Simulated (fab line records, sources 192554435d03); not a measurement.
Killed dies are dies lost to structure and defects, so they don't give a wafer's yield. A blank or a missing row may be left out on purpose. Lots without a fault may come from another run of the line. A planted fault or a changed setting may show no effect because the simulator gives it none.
fab line records | flow n5_finfet
record lots=24 wafers=72 last_day=18
route steps=1938 shown BEOL_M14@1750 BEOL_M15@1783
lots that met no fault: from a run of the same line without faults
start_h: hours from the record's first day to the start of the lot's first wafer shown | wait_h: hours since the lot's step before | " the same as in the row above | L1.1+2: a row that stands for several wafers | - no value, or no start given | * or withheld: withheld | < > ~ a bound
route shown NAME@n: a module of which the file shows steps, and the number in the route of the first | usual: mean/standard deviation of fault-free wafers | same: alike in all rows | chamber/n: place in a boat | sites: the reading at each site | _std_site: their standard deviation | _edge_site: outer sites' mean less inner sites' | radius_mm: how far each site lies from the wafer's centre | mask NAME#n: copy n | behind: the tool/chamber that last shaped the wafer | hold: why the lot was held/for how many hours/how that ended | device: the transistor (n, p or np) that didn't switch | end of line: the same wafers' tests at the end of the route | a step without rows: its recipe alone | killed: dies lost to structure and defects at the first sort, not the wafer's yield | map: a wafer's dies, x killed, . not, _ none there
set.NAME: the setting as run; set.NAME@STEP: as run at that earlier step | model.NAME: the simulator's own value behind a step, which no gauge read
steps of the route over a sample of lots; a table a step, a row a wafer
services: from which hour (start_h, from the record's first day; less than 0 if before it) a tool's chamber was out of use, for how many hours, and why
## steps
# step N5_BEOL_M14_ETCH_67
# recipe chemistry=CF4 target=SiARC target_depth_a=1430 time_s=238.3 ion_energy_ev=80 pressure_mtorr=40 source_w=545 bias_w=36 Ar_flow_sccm=100 cf4_flow_sccm=100 ends=cleared
# usual bias_w=35.99/0.11 drypump_motor_current_A=5.7/0.4 etch_rf_on_time_s=240/11 oes_product_au=0.69/0.076 rf_fwd_power_W=543.5/1.7 rf_vpp_V=184.4/1.2 showerhead_plenum_p_Torr=2.17/0.073 throttle_valve_pct=15.54/0.29
# columns lot.wafer tool chamber start_h wait_h bias_w drypump_motor_current_A etch_rf_on_time_s oes_product_au rf_fwd_power_W rf_hours_counter_h rf_vpp_V showerhead_plenum_p_Torr throttle_valve_pct
L074.1 rie_diel-03 3 248.38 0.0 35.93 6.0 242 0.68 545.8 99 186.0 2.17 15.55
L074.2 " 1 " " 36.02 6.2 230 0.78 543.0 16 183.4 2.09 15.01
L074.3 " 0 " " 35.95 5.4 245 0.79 545.9 10 183.3 2.25 15.25
L076.1 rie_diel-03 1 249.26 0.0 35.79 6.2 234 0.78 543.0 17 183.5 2.09 15.00
L076.4 " 2 " " 36.08 5.6 254 0.61 541.5 165 183.7 2.16 15.83
L076.6 " 0 " " 36.04 5.4 247 0.79 543.2 - 185.5 2.25 15.27
L075.1 rie_diel-01 3 261.50 0.0 36.07 5.8 226 0.59 540.7 233 185.4 2.20 16.09
L075.3 " 0 " " 35.97 5.8 255 0.57 539.7 208 185.7 2.23 15.91
L075.4 " 2 " " 36.07 5.1 227 0.73 544.1 76 182.3 2.06 15.29
L077.2 rie_diel-02 3 264.13 0.0 35.93 6.4 229 0.69 545.5 111 184.7 2.16 15.50
L077.4 " 3 " " 35.74 6.4 230 0.69 544.6 - 184.2 2.16 15.49
L077.6 " 1 " " 36.03 5.9 239 0.77 542.3 - 184.4 2.27 15.40
L078.1 rie_diel-03 1 270.80 0.0 36.15 6.2 229 0.78 542.5 24 183.1 2.09 15.01
L078.3 " 0 " " 35.79 5.4 247 0.77 543.9 19 185.1 2.25 15.27
L078.4 " 1 " " 36.10 6.1 231 0.77 543.7 - 184.2 2.09 15.02
L079.2 rie_diel-02 3 292.97 0.0 35.98 6.4 233 0.68 543.7 122 183.0 2.15 15.51
L079.3 " 2 " " 35.91 5.3 227 0.72 543.0 62 185.5 2.28 15.72
L079.6 " 1 " " 35.93 5.9 243 0.75 541.6 - 186.9 2.27 15.41
L081.4 rie_diel-01 3 294.51 0.0 36.05 5.8 229 0.58 545.2 244 183.9 2.19 16.10
L081.5 " 3 " " 36.19 5.8 230 0.58 545.2 - 182.5 2.19 16.10
L081.6 " 2 " " 36.13 5.1 229 0.71 540.9 - 183.9 2.06 15.29
L082.1 rie_diel-03 1 297.27 0.0 36.08 6.2 231 0.76 541.1 34 183.1 2.08 15.02
L082.5 " 3 " " 35.79 6.0 242 0.67 543.3 - 184.3 2.17 15.57
L082.6 " 1 " " 35.99 6.2 230 0.75 542.3 - 183.3 2.08 15.05
L083.2 rie_diel-01 0 307.74 0.0 35.89 5.8 257 0.56 542.2 222 184.9 2.22 15.94
L083.4 " 2 " " 35.99 5.1 228 0.72 546.0 92 181.9 2.06 15.33
L083.6 " 3 " " 35.96 5.8 230 0.58 543.4 - 183.5 2.19 16.12
L080.1 rie_diel-03 1 308.15 0.0 35.91 6.2 225 0.76 543.5 38 182.4 2.08 15.03
L080.3 " 2 " " 36.04 5.6 246 0.60 545.8 186 182.6 2.15 15.88
L080.6 " 1 " " 35.89 6.2 223 0.76 543.1 - 183.8 2.08 15.05
L084.1 rie_diel-02 1 316.75 0.0 35.88 5.8 244 0.73 543.6 39 185.5 2.26 15.44
L084.3 " 3 " " 36.00 6.4 231 0.68 540.7 129 183.4 2.15 15.52
L084.4 " 2 " " 36.17 5.3 227 0.72 543.0 69 185.9 2.28 15.76
L085.1 rie_diel-02 1 317.33 0.0 36.09 5.8 246 0.73 540.3 39 184.7 2.26 15.42
L085.3 " 2 " " 36.09 5.3 228 0.71 543.5 69 183.5 2.28 15.72
L085.5 " 2 " " 36.13 5.3 226 0.72 543.5 - 184.6 2.28 15.74
L086.1 rie_diel-01 2 320.25 0.0 35.94 5.1 229 0.71 543.6 97 183.8 2.05 15.32
L086.3 " 0 " " 36.05 5.8 259 0.57 542.7 227 185.1 2.22 15.95
L086.5 " 1 " " 35.99 6.1 250 0.59 541.2 - 183.5 2.10 15.66
L087.2 rie_diel-02 2 323.18 0.0 35.93 5.2 227 0.71 544.6 72 184.8 2.28 15.74
L087.5 " 2 " " 35.91 5.3 226 0.72 545.0 - 185.7 2.28 15.74
L087.6 " 3 " " 35.99 6.4 230 0.68 540.4 - 185.2 2.15 15.54
L088.1 rie_diel-03 1 332.95 0.0 35.87 6.1 230 0.73 546.2 50 181.9 2.08 15.05
L088.3 " 2 " " 36.01 5.6 250 0.59 544.0 198 184.6 2.15 15.89
L088.5 " 0 " " 36.07 5.4 248 0.73 539.6 - 185.9 2.24 15.31
L090.1 rie_diel-01 1 341.21 0.0 35.98 6.1 252 0.59 545.2 244 183.1 2.09 15.67
L090.5 " 3 " " 35.90 5.7 227 0.86 543.5 - 185.3 2.19 15.58
L090.6 " 0 " " - 5.8 265 0.55 - - 185.1 2.22 15.95
L089.1 rie_diel-03 3 346.17 0.0 35.93 6.0 243 0.66 543.5 127 183.3 2.16 15.61
L089.2 " 2 " " 36.13 5.6 255 0.59 543.3 203 184.5 2.14 15.92
L089.6 " 3 " " 36.07 6.0 242 0.66 545.0 - 183.9 2.16 15.61
L092.1 rie_diel-03 3 358.43 0.0 36.21 6.0 242 0.65 543.3 131 184.3 2.16 15.61
L092.3 " 1 " " 35.87 6.2 234 0.72 543.8 59 183.7 2.07 15.09
L092.4 " 0 " " 35.99 5.4 249 0.73 542.9 46 184.7 2.24 15.31
L093.2 rie_diel-02 3 366.76 0.0 35.91 6.4 236 0.66 543.9 146 183.5 2.15 15.55
L093.4 " 2 " " 35.97 5.3 226 0.70 544.3 87 185.8 2.27 15.77
L093.5 " 0 " " 36.03 5.1 242 0.75 544.8 - 186.0 2.26 15.43
L095.3 rie_diel-01 3 373.22 0.0 36.14 5.8 226 0.83 541.3 16 183.2 2.19 15.63
L095.4 " 2 " " 36.12 5.1 233 0.68 542.3 - 183.2 2.05 15.37
L095.6 " 3 " " 36.07 5.8 224 0.82 542.4 - 185.0 2.19 15.62
L091.1 rie_diel-01 0 376.16 0.0 36.09 5.8 259 0.55 544.3 250 184.8 2.21 15.98
L091.5 " 3 " " 35.92 5.7 224 0.81 545.6 - 184.6 2.19 15.62
L091.6 " 0 " " 36.08 5.8 261 0.55 543.4 - 184.8 2.21 15.98
L094.2 rie_diel-02 0 378.35 0.0 35.89 5.0 239 0.75 541.5 28 186.0 2.26 15.42
L094.4 " 2 " " 35.99 5.3 224 0.70 541.7 91 187.4 2.27 15.79
L094.6 " 3 " " 36.08 6.4 234 0.66 545.9 - 186.5 2.14 15.55
L097.4 rie_diel-03 2 392.95 0.0 35.92 5.6 251 0.58 547.7 217 183.0 2.14 15.95
L097.5 " 2 " " 35.92 5.6 253 0.58 545.8 - 184.4 2.14 15.94
L097.6 " 1 " " 36.07 6.2 233 0.71 542.1 - 184.8 2.07 15.10
L096.1 rie_diel-03 2 397.24 0.0 36.03 5.6 252 0.58 544.4 219 183.0 2.14 15.95
L096.5 " 2 " " 35.97 5.6 253 0.57 544.4 - 185.1 2.14 15.95
L096.6 " 1 " " 36.04 6.2 232 0.71 543.3 - 183.9 2.07 15.11
# step N5_BEOL_M14_DEGAS_41
# recipe ambient=vacuum temp_c=300 time_s=60
# usual heater_power_w=457/47
# columns lot.wafer tool chamber start_h wait_h heater_power_w
L074.1 pvd_sputter-01 - 249.35 0.0 491
L074.2 " - " " 532
L074.3 " - " " 458
L076.1 pvd_sputter-01 - 252.07 0.5 394
L076.4 " - " " 489
L076.6 " - " " 534
L075.1 pvd_sputter-01 - 262.44 0.1 498
L075.3 " - " " 528
L075.4 " - " " 446
L077.2 pvd_sputter-01 - 266.62 0.3 538
L077.4 " - " " 398
L077.6 " - " " 478
L078.1 pvd_sputter-02 - 276.37 0.3 401
L078.3 " - " " 414
L078.4 " - " " 479
L079.2 pvd_sputter-01 - 298.97 0.4 402
L079.3 " - " " 480
L079.6 " - " " 487
L081.4 pvd_sputter-02 - 302.54 0.6 421
L081.5 " - " " 405
L081.6 " - " " 492
L082.1 pvd_sputter-01 - 305.28 0.4 405
L082.5 " - " " 529
L082.6 " - " " 446
L083.2 pvd_sputter-02 - 310.28 0.2 411
L083.4 " - " " 395
L083.6 " - " " 411
L080.1 pvd_sputter-02 - 310.72 0.4 402
L080.3 " - " " 393
L080.6 " - " " 402
L084.1 pvd_sputter-03 - 322.84 0.2 527
L084.3 " - " " 493
L084.4 " - " " 461
L085.1 pvd_sputter-01 - 323.07 0.3 482
L085.3 " - " " 456
L085.5 " - " " 489
L086.1 pvd_sputter-02 - 323.16 0.3 413
L086.3 " - " " 478
L086.5 " - " " 420
L087.2 pvd_sputter-03 - 325.92 0.3 521
L087.5 " - " " 456
L087.6 " - " " 539
L088.1 pvd_sputter-03 - 337.99 0.1 467
L088.3 " - " " 437
L088.5 " - " " 458
L090.1 pvd_sputter-01 - 342.32 0.2 516
L090.5 " - " " 441
L090.6 " - " " 524
L089.1 pvd_sputter-02 - 347.12 0.0 393
L089.2 " - " " 408
L089.6 " - " " 400
L092.1 pvd_sputter-02 - 360.44 0.2 411
L092.3 " - " " 408
L092.4 " - " " 392
L093.2 pvd_sputter-01 - 370.28 0.4 538
L093.4 " - " " 400
L093.5 " - " " 480
L095.3 pvd_sputter-02 - 374.22 0.1 485
L095.4 " - " " 400
L095.6 " - " " 403
L091.1 pvd_sputter-01 - 380.58 0.6 444
L091.5 " - " " 395
L091.6 " - " " 491
L094.2 pvd_sputter-01 - 381.88 1.1 515
L094.4 " - " " 395
L094.6 " - " " 495
L097.4 pvd_sputter-03 - 394.27 0.2 506
L097.5 " - " " 519
L097.6 " - " " 438
L096.1 pvd_sputter-02 - 398.47 0.3 492
L096.5 " - " " 406
L096.6 " - " " 490
# step N5_BEOL_M14_PRE_CLEAN_42
# recipe gas=H2/He time_s=30 temp_c=300
# usual heater_power_w=456/46
# columns lot.wafer tool chamber start_h wait_h heater_power_w
L074.1 pvd_sputter-01 - 249.39 0.0 482
L074.2 " - " " 530
L074.3 " - " " 445
L076.1 pvd_sputter-01 - 252.11 0.0 400
L076.4 " - " " 493
L076.6 " - " " 523
L075.1 pvd_sputter-01 - 262.48 0.0 490
L075.3 " - " " 512
L075.4 " - " " 441
L077.2 pvd_sputter-01 - 266.66 0.0 525
L077.4 " - " " 401
L077.6 " - " " 496
L078.1 pvd_sputter-02 - 276.41 0.0 396
L078.3 " - " " 412
L078.4 " - " " 484
L079.2 pvd_sputter-01 - 299.01 0.0 401
L079.3 " - " " 493
L079.6 " - " " 476
L081.4 pvd_sputter-02 - 302.58 0.0 411
L081.5 " - " " 414
L081.6 " - " " 484
L082.1 pvd_sputter-01 - 305.32 0.0 411
L082.5 " - " " 530
L082.6 " - " " 445
L083.2 pvd_sputter-02 - 310.32 0.0 400
L083.4 " - " " 408
L083.6 " - " " 407
L080.1 pvd_sputter-02 - 310.76 0.0 398
L080.3 " - " " 400
L080.6 " - " " 401
L084.1 pvd_sputter-03 - 322.88 0.0 520
L084.3 " - " " 499
L084.4 " - " " 458
L085.1 pvd_sputter-01 - 323.11 0.0 487
L085.3 " - " " 436
L085.5 " - " " 484
L086.1 pvd_sputter-02 - 323.20 0.0 408
L086.3 " - " " 490
L086.5 " - " " 412
L087.2 pvd_sputter-03 - 325.96 0.0 528
L087.5 " - " " 469
L087.6 " - " " 515
L088.1 pvd_sputter-03 - 338.03 0.0 457
L088.3 " - " " 446
L088.5 " - " " 453
L090.1 pvd_sputter-01 - 342.36 0.0 527
L090.5 " - " " 445
L090.6 " - " " 537
L089.1 pvd_sputter-02 - 347.16 0.0 397
L089.2 " - " " 420
L089.6 " - " " 410
L092.1 pvd_sputter-02 - 360.48 0.0 419
L092.3 " - " " 404
L092.4 " - " " 400
L093.2 pvd_sputter-01 - 370.32 0.0 520
L093.4 " - " " 413
L093.5 " - " " 497
L095.3 pvd_sputter-02 - 374.26 0.0 478
L095.4 " - " " 394
L095.6 " - " " 402
L091.1 pvd_sputter-01 - 380.62 0.0 435
L091.5 " - " " 402
L091.6 " - " " 478
L094.2 pvd_sputter-01 - 381.92 0.0 534
L094.4 " - " " 398
L094.6 " - " " 498
L097.4 pvd_sputter-03 - 394.31 0.0 505
L097.5 " - " " 505
L097.6 " - " " 468
L096.1 pvd_sputter-02 - 398.51 0.0 491
L096.5 " - " " 406
L096.6 " - " " 486
# step N5_BEOL_M14_ANNEAL_48
# recipe temp_c=225 time_s=90 ambient=N2
# usual anneal_temp_c_max=226.00/0.24 wafer_temp_C_max=226.2/0.4
# columns lot.wafer tool chamber start_h wait_h anneal_temp_c_max wafer_temp_C_max
L074.1 rtp_anneal-02 0 250.32 0.6 226.24 226.9
L074.2 " 0 " " 225.87 226.1
L074.3 " 0 " " 226.35 226.2
L076.1 rtp_anneal-01 0 252.62 0.1 225.92 226.1
L076.4 " 0 " " 226.04 226.1
L076.6 " 0 " " 226.04 226.1
L075.1 rtp_anneal-02 0 263.21 0.4 226.11 226.1
L075.3 " 0 " " 226.05 226.3
L075.4 " 0 " " 225.99 226.4
L077.2 rtp_anneal-02 0 267.62 0.6 225.83 226.8
L077.4 " 0 " " 226.33 226.9
L077.6 " 0 " " 225.79 227.0
L078.1 rtp_anneal-02 0 276.92 0.1 225.91 226.7
L078.3 " 0 " " 226.11 226.1
L078.4 " 0 " " 225.77 227.0
L079.2 rtp_anneal-01 0 299.56 0.2 225.88 226.2
L079.3 " 0 " " 226.19 225.9
L079.6 " 0 " " 225.99 225.8
L081.4 rtp_anneal-02 0 303.47 0.5 225.76 226.6
L081.5 " 0 " " 226.21 226.2
L081.6 " 0 " " 225.76 226.2
L082.1 rtp_anneal-02 0 305.83 0.1 226.30 226.3
L082.5 " 0 " " 226.34 226.3
L082.6 " 0 " " 226.20 226.2
L083.2 rtp_anneal-02 0 310.92 0.2 226.07 226.2
L083.4 " 0 " " 226.15 226.5
L083.6 " 0 " " 226.23 226.6
L080.1 rtp_anneal-01 0 312.06 0.2 225.41 225.6
L080.3 " 0 " " 225.73 226.1
L080.6 " 0 " " 225.96 225.6
L084.1 rtp_anneal-01 0 323.39 0.1 225.84 226.1
L084.3 " 0 " " 225.78 225.9
L084.4 " 0 " " 225.59 226.1
L085.1 rtp_anneal-02 0 323.61 0.1 226.18 226.3
L085.3 " 0 " " 226.08 227.1
L085.5 " 0 " " 226.25 226.8
L086.1 rtp_anneal-01 0 323.71 0.1 225.98 225.4
L086.3 " 0 " " 226.01 225.7
L086.5 " 0 " " 225.70 225.6
L087.2 rtp_anneal-01 0 326.68 0.3 225.74 225.9
L087.5 " 0 " " 225.69 225.7
L087.6 " 0 " " 225.69 225.9
L088.1 rtp_anneal-01 0 338.76 0.4 225.61 225.6
L088.3 " 0 " " 225.66 225.5
L088.5 " 0 " " 225.77 225.7
L090.1 rtp_anneal-02 0 342.87 0.1 226.18 226.4
L090.5 " 0 " " 226.31 226.2
L090.6 " 0 " " 226.36 226.5
L089.1 rtp_anneal-02 0 347.76 0.2 226.01 226.3
L089.2 " 0 " " 226.25 226.7
L089.6 " 0 " " 225.84 226.2
L092.1 rtp_anneal-02 0 361.29 0.4 226.02 226.5
L092.3 " 0 " " 225.99 226.2
L092.4 " 0 " " 226.03 226.5
L093.2 rtp_anneal-02 0 371.28 0.6 225.90 226.3
L093.4 " 0 " " 225.91 226.3
L093.5 " 0 " " 225.96 226.2
L095.3 rtp_anneal-02 0 374.86 0.2 225.60 226.0
L095.4 " 0 " " 226.17 226.3
L095.6 " 0 " " 226.20 226.9
L091.1 rtp_anneal-02 0 381.12 0.1 226.39 226.0
L091.5 " 0 " " 226.49 226.6
L091.6 " 0 " " 226.51 226.6
L094.2 rtp_anneal-02 0 382.72 0.4 225.96 226.6
L094.4 " 0 " " 226.36 226.2
L094.6 " 0 " " 225.96 226.6
L097.4 rtp_anneal-01 0 395.01 0.3 225.93 225.7
L097.5 " 0 " " 226.03 225.5
L097.6 " 0 " " 226.05 225.9
L096.1 rtp_anneal-02 0 399.02 0.1 226.03 226.4
L096.5 " 0 " " 226.04 226.5
L096.6 " 0 " " 226.20 226.7
# step N5_BEOL_M15_CD_MEAS_10
# recipe target_cd_nm=360 landing_energy_ev=500 detector=se_inlens polarity=opening
# usual cd_nm=360.2/2.1
# columns lot.wafer tool chamber start_h wait_h cd_nm
L074.1 cd_sem-01 0 251.67 - 359.6
L074.2 " 0 " " 359.2
L074.3 " 0 " " 359.5
L076.1 cd_sem-02 0 254.08 - 362.2
L076.4 " 0 " " 359.7
L076.6 " 0 " " 359.6
L075.1 cd_sem-01 0 264.90 - 361.6
L075.3 " 0 " " 359.4
L075.4 " 0 " " 357.7
L077.2 cd_sem-03 0 269.03 - 357.6
L077.4 " 0 " " 356.8
L077.6 " 0 " " 361.3
L078.1 cd_sem-03 0 278.41 - 355.2
L078.3 " 0 " " 360.2
L078.4 " 0 " " 358.3
L079.2 cd_sem-03 0 300.98 - 358.4
L079.3 " 0 " " 357.5
L079.6 " 0 " " 360.9
L081.4 cd_sem-02 0 304.80 - 361.7
L081.5 " 0 " " 361.9
L081.6 " 0 " " 362.0
L082.1 cd_sem-03 0 307.29 - 362.7
L082.5 " 0 " " 360.2
L082.6 " 0 " " 362.4
L083.2 cd_sem-01 0 312.56 - 362.7
L083.4 " 0 " " 359.9
L083.6 " 0 " " 362.3
L080.1 cd_sem-02 0 313.52 - 363.1
L080.3 " 0 " " 363.3
L080.6 " 0 " " 362.2
L084.1 cd_sem-03 0 324.88 - 360.0
L084.3 " 0 " " 362.2
L084.4 " 0 " " 361.4
L085.1 cd_sem-03 0 325.07 - 357.9
L085.3 " 0 " " 359.3
L085.5 " 0 " " 358.8
L086.1 cd_sem-02 0 325.23 - 359.8
L086.3 " 0 " " 361.2
L086.5 " 0 " " 360.8
L087.2 cd_sem-01 0 328.10 - 359.2
L087.5 " 0 " " 361.8
L087.6 " 0 " " 360.2
L088.1 cd_sem-03 0 340.11 - 359.4
L088.3 " 0 " " 360.2
L088.5 " 0 " " 358.4
L090.1 cd_sem-02 0 344.33 - 362.3
L090.5 " 0 " " 362.6
L090.6 " 0 " " 358.1
L089.1 cd_sem-03 0 349.11 - 361.5
L089.2 " 0 " " 362.2
L089.6 " 0 " " 360.1
L092.1 cd_sem-01 0 362.62 - 362.4
L092.3 " 0 " " 362.3
L092.4 " 0 " " 364.0
L093.2 cd_sem-01 0 372.80 - 357.4
L093.4 " 0 " " 359.3
L093.5 " 0 " " 358.3
L095.3 cd_sem-02 0 376.23 - 357.3
L095.4 " 0 " " 358.2
L095.6 " 0 " " 362.3
L091.1 cd_sem-03 0 382.46 - 359.2
L091.5 " 0 " " 364.3
L091.6 " 0 " " 362.1
L094.2 cd_sem-01 0 384.03 - 361.4
L094.4 " 0 " " 361.3
L094.6 " 0 " " 362.5
L097.4 cd_sem-02 0 396.22 - 362.4
L097.5 " 0 " " 360.7
L097.6 " 0 " " 361.1
L096.1 cd_sem-02 0 400.35 - 359.2
L096.5 " 0 " " 358.3
L096.6 " 0 " " 356.8
# step N5_BEOL_M15_STRIP_36
# recipe chemistry=O2 power_w=600 temp_c=60 pressure_mtorr=30 rf_frequency_hz=6e+07 bias_power_w=0 overash_fraction=0.3 o2_flow_sccm=225
# usual drypump_motor_current_A=5.4/0.38 oes_product_au=0.81/0.083 rf_vpp_V=3.6/0.93 showerhead_plenum_p_Torr=2.08/0.049 throttle_valve_pct=16.72/0.28
# columns lot.wafer tool chamber start_h wait_h drypump_motor_current_A oes_product_au rf_hours_counter_h rf_vpp_V showerhead_plenum_p_Torr throttle_valve_pct
L074.1 rie_diel-04 3 256.73 3.2 4.8 0.93 24 4.2 2.06 16.27
L074.2 " 2 " " 5.2 0.84 57 4.9 2.14 16.76
L074.3 " 1 " " 5.4 0.69 210 4.8 2.08 17.10
L076.1 rie_diel-04 0 257.80 1.5 5.7 0.89 39 4.5 2.05 16.80
L076.4 " 3 " " 4.8 0.93 24 4.7 2.06 16.28
L076.6 " 1 " " 5.4 0.70 - 3.7 2.08 17.10
L075.1 rie_diel-05 1 269.42 2.0 5.8 0.79 119 2.7 2.11 16.76
L075.3 " 0 " " 5.1 0.74 148 2.6 2.02 16.93
L075.4 " 3 " " 5.6 0.65 - 2.9 2.13 16.74
L077.2 rie_diel-04 0 273.41 2.3 5.6 0.89 44 4.3 2.04 16.80
L077.4 " 1 " " 5.4 0.69 214 3.5 2.08 17.10
L077.6 " 1 " " 5.4 0.69 - 2.3 2.08 17.11
L078.1 rie_diel-05 2 281.20 1.0 5.8 0.80 88 5.2 2.11 16.62
L078.3 " 1 " " 5.8 0.80 122 5.7 2.11 16.78
L078.4 " 3 " " 5.7 0.64 247 3.3 2.13 16.78
L079.2 rie_diel-04 2 306.18 3.2 5.2 0.83 70 2.8 2.14 16.78
L079.3 " 1 " " 5.4 0.69 223 5.1 2.07 17.10
L079.6 " 3 " " 4.8 0.91 - 4.4 2.05 16.29
L081.4 rie_diel-05 2 309.77 3.0 5.8 0.82 - 3.1 2.11 16.60
L081.5 " 0 " " 5.1 0.74 - 2.8 2.01 16.96
L081.6 " 2 " " 5.8 0.82 - 2.7 2.11 16.60
L082.1 rie_diel-05 0 310.16 0.8 5.1 0.72 161 4.1 2.01 16.95
L082.5 " 2 " " 5.8 0.80 - 3.8 2.11 16.64
L082.6 " 0 " " 5.2 0.74 - 2.3 2.01 16.94
L083.2 rie_diel-05 3 317.05 2.6 5.7 0.98 1 2.8 2.13 16.24
L083.4 " 1 " " 5.8 0.77 132 4.0 2.11 16.78
L083.6 " 0 " " 5.1 0.75 - 2.9 2.01 16.96
L080.1 rie_diel-04 2 317.09 1.6 5.2 0.81 75 3.1 2.14 16.75
L080.3 " 0 " " 5.6 0.87 53 3.8 2.04 16.85
L080.6 " 3 " " 4.8 0.92 - 5.3 2.05 16.33
L084.1 rie_diel-05 2 329.62 2.3 5.8 0.81 105 5.7 2.11 16.65
L084.3 " 0 " " 5.1 0.73 168 2.3 2.01 16.94
L084.4 " 1 " " 5.8 0.77 136 4.3 2.11 16.79
L085.1 rie_diel-06 1 330.37 3.0 6.3 0.83 75 3.9 2.19 16.54
L085.3 " 2 " " 5.6 0.73 173 4.0 1.99 16.95
L085.5 " 0 " " 5.0 0.94 - 2.4 2.10 16.92
L086.1 rie_diel-04 0 330.41 2.8 5.6 0.86 58 4.9 2.04 16.89
L086.3 " 2 " " 5.2 0.83 80 3.4 2.14 16.78
L086.5 " 2 " " 5.2 0.82 - 4.6 2.13 16.80
L087.2 rie_diel-04 0 331.14 1.0 5.6 0.85 58 3.7 2.04 16.85
L087.5 " 3 " " 4.8 0.90 - 3.2 2.05 16.31
L087.6 " 0 " " 5.6 0.85 - 3.3 2.04 16.84
L088.1 rie_diel-05 3 344.37 2.1 5.7 0.97 11 4.2 2.13 16.26
L088.3 " 2 " " 5.8 0.80 110 4.0 2.11 16.67
L088.5 " 1 " " 5.8 0.77 - 3.5 2.11 16.82
L090.1 rie_diel-05 1 346.58 0.0 5.8 0.76 142 4.0 2.11 16.81
L090.5 " 1 " " 5.7 0.77 - 2.8 2.10 16.81
L090.6 " 0 " " 5.1 0.73 - 3.5 2.01 16.99
L089.1 rie_diel-04 1 354.21 3.1 5.4 0.68 238 3.1 2.07 17.17
L089.2 " 2 " " 5.2 0.83 87 3.5 2.13 16.76
L089.6 " 1 " " 5.3 0.67 - 3.6 2.07 17.15
L092.1 rie_diel-05 2 369.21 4.4 5.8 0.78 116 1.7 2.10 16.64
L092.3 " 0 " " 5.1 0.73 179 3.5 2.00 17.00
L092.4 " 3 " " 5.7 0.94 17 3.1 2.12 16.29
L093.2 rie_diel-05 0 375.51 0.0 5.1 0.72 180 6.0 2.00 16.99
L093.4 " 1 " " 5.8 0.77 149 2.9 2.10 16.83
L093.5 " 3 " " 5.6 0.93 - 1.9 2.12 16.28
L095.3 rie_diel-04 0 379.60 1.5 5.6 0.85 67 3.6 2.04 16.84
L095.4 " 3 " " 4.8 0.87 62 2.5 2.04 16.34
L095.6 " 1 " " 5.3 0.67 - 4.3 2.07 17.17
L094.2 rie_diel-05 0 388.27 1.6 5.1 0.72 184 3.9 2.00 16.98
L094.4 " 3 " " 5.7 0.92 22 2.3 2.12 16.29
L094.6 " 2 " " 5.9 0.79 - 4.0 2.10 16.67
L091.1 rie_diel-06 3 388.31 3.3 4.8 0.80 96 4.5 2.00 16.24
L091.5 " 0 " " 5.0 0.89 - 6.9 2.09 16.96
L091.6 " 1 " " 6.3 0.80 - 4.4 2.19 16.56
L097.4 rie_diel-06 0 400.30 1.8 5.0 0.87 31 3.0 2.09 16.94
L097.5 " 0 " " 5.1 0.88 - 3.7 2.09 16.97
L097.6 " 3 " " 4.8 0.78 - 4.2 1.99 16.24
L096.1 rie_diel-04 3 404.73 2.3 4.8 0.86 71 3.5 2.04 16.39
L096.5 " 0 " " 5.6 0.84 - 3.6 2.03 16.90
L096.6 " 3 " " 4.8 0.87 - 1.9 2.04 16.39
## services
# columns tool chamber start_h hours kind
rie_diel-01 0 227.96 4.4 repair
rie_diel-02 0 261.01 - clean
rie_diel-01 0 265.24 2.7 repair
rie_diel-05 2 268.41 8.9 repair
rie_diel-03 3 269.14 2.9 repair
rie_diel-03 0 276.55 9.1 repair
rie_diel-04 0 281.69 8.8 repair
rie_diel-03 0 288.37 9.7 repair
rie_diel-05 3 295.09 - clean
rie_diel-05 3 295.09 - consumable_replace:focus_ring
rie_diel-05 3 295.09 17.3 scheduled_down
rie_diel-05 3 295.09 17.3 vent_cycle
rie_diel-06 3 296.55 2.8 repair
rie_diel-02 - 297.79 0.4 repair
rie_diel-05 1 307.24 4.8 repair
rie_diel-03 3 317.24 16.4 repair
rie_diel-02 0 318.32 7.6 repair
rie_diel-06 1 338.64 6.6 repair
rie_diel-04 0 351.31 15.8 repair
pvd_sputter-02 - 362.16 3.7 repair
rie_diel-06 0 367.43 7.2 repair
rie_diel-06 3 369.77 1.9 repair
rie_diel-04 1 388.08 15.1 repair
pvd_sputter-03 - 389.76 3.1 repair
## key
fault none
